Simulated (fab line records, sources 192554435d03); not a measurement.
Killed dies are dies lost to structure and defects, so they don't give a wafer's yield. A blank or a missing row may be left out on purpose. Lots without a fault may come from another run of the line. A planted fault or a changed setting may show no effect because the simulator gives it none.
A struck lot beside a sound one | flow n5_finfet | 14 steps out of a route of 1938
Sound: wafers L163.1, L163.2, L163.4. Struck: wafers L151.1, L151.4, L151.5. The cause comes at the end.
At each step with rows: each side's tool, then ch and its chambers, then its first start. Under that, the readings that differ: sound wafers | struck wafers | difference of the means | sigmas: that difference in standard deviations of wafers without a fault.
alike: readings whose means differ by less than 2 such deviations, and words and numbers that are the same on both sides. not compared: withheld readings, readings that some wafer has no value for, bounds like >300 that may hide the same value, and numbers for which the record gives no deviation and whose values overlap.
The two part at a step that has a row with sigmas, a row that says differs or no value, or rows on one side only. Numbers that don't overlap but have no deviation are shown without sigmas and don't part them. A reading that every wafer of one side lacks parts them only if that side has two wafers or more.

N5_BEOL_M9_STRIP_67: strips in CF4.
  sound on rie_diel-01 ch 0,3, day 14 05:38; struck on rie_diel-06 ch 0,1,2, day 10 12:47
  alike: drypump_motor_current_A, oes_product_au, power_w, rf_vpp_V, showerhead_plenum_p_Torr, throttle_valve_pct
  not compared: rf_hours_counter_h
N5_BEOL_M9_HM_OPEN_17: chemistry Cl2/BCl3, target TiN, target depth 20 nm, overetch 6 nm.
  sound on rie_metal-03 ch 0, day 14 05:40; struck on rie_metal-01 ch 0,1, day 10 12:50
  alike: drypump_motor_current_A, oes_product_au, throttle_valve_pct
  not compared: rf_hours_counter_h
N5_BEOL_M9_STRIP_19: strips in O2.
  sound on rie_diel-06 ch 1,2,3, day 14 05:53; struck on rie_diel-01 ch 2,3, day 10 12:56
  reading                | sound             | struck            | difference | sigmas
  throttle_valve_pct (%) | 16.90 16.44 16.61 | 16.92 17.18 17.18 | +0.44      | +2
  alike: drypump_motor_current_A, oes_product_au, rf_vpp_V, showerhead_plenum_p_Torr, temp_c
  not compared: rf_hours_counter_h
N5_BEOL_M9_CD_MEAS_18: pitch 140 nm, target cd 70 nm.
  sound on cd_sem-02, day 14 05:57; struck on cd_sem-01, day 10 13:01
  alike: cd_nm
then, 8 steps without rows for these wafers: N5_BEOL_M9_COAT_63 (time 60 s, resist thk 60 nm); N5_BEOL_M9_COAT_64 (time 60 s, resist thk 12 nm); N5_BEOL_M9_COAT_75 (time 60 s, resist thk 5 nm); N5_BEOL_M9_COAT_22 (resist thk 30 nm); N5_BEOL_M9_EBR_24; N5_BEOL_M9_SOFTBAKE_23 (time 60 s); N5_BEOL_M9_EXPOSE_25 (exposes mask V8); N5_BEOL_M9_PEB_26 (peb time 60 s).
N5_BEOL_M9_DEVELOP_27: develop time 30 s.
  sound on litho_track-03 ch 0, day 14 09:42; struck on litho_track-04, day 10 13:58
  no value came back on the struck wafers for chill_plate_temp_C (C), develop_time_s (s); on the sound wafers chill_plate_temp_C (C) reads 23.08 23.13 23.27
  reading                                      | sound          | struck     | difference | sigmas
  model.CAR-EUV_of_BEOL_M9_COAT_22.thk_nm (nm) | 29.4 29.4 29.4 | 30 30.2 30 | +1         |
N5_BEOL_M9_CD_MEAS_28: target cd 70 nm.
  sound on cd_sem-02 ch 0, day 14 09:46; struck on cd_sem-03 ch 0, day 10 14:01
  reading    | sound             | struck | difference                    | sigmas
  cd_nm (nm) | 70.01 69.90 69.95 | - - -  | no value on the struck wafers |

WHERE THEY PART
First at N5_BEOL_M9_STRIP_19; last, within this record, at N5_BEOL_M9_CD_MEAS_28.

WHY: what the simulator had put in
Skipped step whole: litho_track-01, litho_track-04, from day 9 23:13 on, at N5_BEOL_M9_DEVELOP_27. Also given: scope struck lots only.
